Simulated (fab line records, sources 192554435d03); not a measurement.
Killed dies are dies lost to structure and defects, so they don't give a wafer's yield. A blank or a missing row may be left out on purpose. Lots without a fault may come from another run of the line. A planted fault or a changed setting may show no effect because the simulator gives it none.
One fault seen from 3 desks | flow n5_finfet | each desk has only its own numbers; what lay behind them comes last

THE METROLOGY DESK
What the gauges read, lot by lot, whatever tool the lot ran on: means of the sampled wafers that have a number. A lot is out of limits, marked OUT, if its mean lies more than 4 standard deviations from the usual mean; the brackets give that distance.
Columns: A = FIN_CUT_OVL at N5_FIN_CUT_OVL_MEAS_09, usual 0.3 nm
lot  | first seen here | A
L532 | day 2 14:34     | 0.3
L533 | day 2 20:49     | 0.8
L540 | day 4 15:46     | -0.2
L542 | day 5 05:16     | -0.0
L545 | day 5 21:31     | -0.6
L548 | day 6 14:08     | -0.0
This desk's finding: nothing out of limits on any of the 6 lots.

THE DEFECT DESK
What the inspections along the route counted, lot by lot: means of the sampled wafers that have a number. A lot is out of limits, marked OUT, if its mean lies more than 4 standard deviations from the usual mean; the brackets give that distance.
Columns: A = raw_defect_count at N5_FIN_CUT_INSPECT_10, usual 42
lot  | first seen here | A
L532 | day 2 14:37     | 28
L533 | day 2 20:52     | 32
L540 | day 4 15:50     | 25
L542 | day 5 05:19     | 42
L545 | day 5 21:34     | 65
L548 | day 6 14:10     | 45
This desk's finding: nothing out of limits on any of the 6 lots.

THE TOOL OWNER'S DESK: rie_si-03
The tool's own readings at N5_FIN_CUT_CUT_ETCH_15 (etches Si in HBr/Cl2/O2, target depth 100 nm, bt time 10 s, time 42.4 s): means of the sampled wafers that have a number, for each lot that ran on this tool. A lot is out of limits, marked OUT, if its mean lies more than 4 standard deviations from the usual mean; the brackets give that distance.
Columns: A = drypump_motor_current_A at N5_FIN_CUT_CUT_ETCH_15, usual 5.8 A; B = oes_product_au at N5_FIN_CUT_CUT_ETCH_15, usual 1.009 a.u.; C = throttle_valve_pct at N5_FIN_CUT_CUT_ETCH_15, usual 37.02 %
lot  | first seen here | A   | B     | C
L532 | day 2 15:17     | 5.9 | 1.008 | 37.17
L540 | day 4 17:16     | 5.5 | 1.013 | 37.18
L542 | day 5 05:59     | 5.6 | 1.020 | 37.09
This desk's finding: nothing out of limits on any of the 3 lots.

PUT TOGETHER
The metrology desk saw nothing out of limits.
The defect desk saw nothing out of limits.
The tool owner's desk saw nothing out of limits.

WHAT THE SIMULATOR HAD PUT IN
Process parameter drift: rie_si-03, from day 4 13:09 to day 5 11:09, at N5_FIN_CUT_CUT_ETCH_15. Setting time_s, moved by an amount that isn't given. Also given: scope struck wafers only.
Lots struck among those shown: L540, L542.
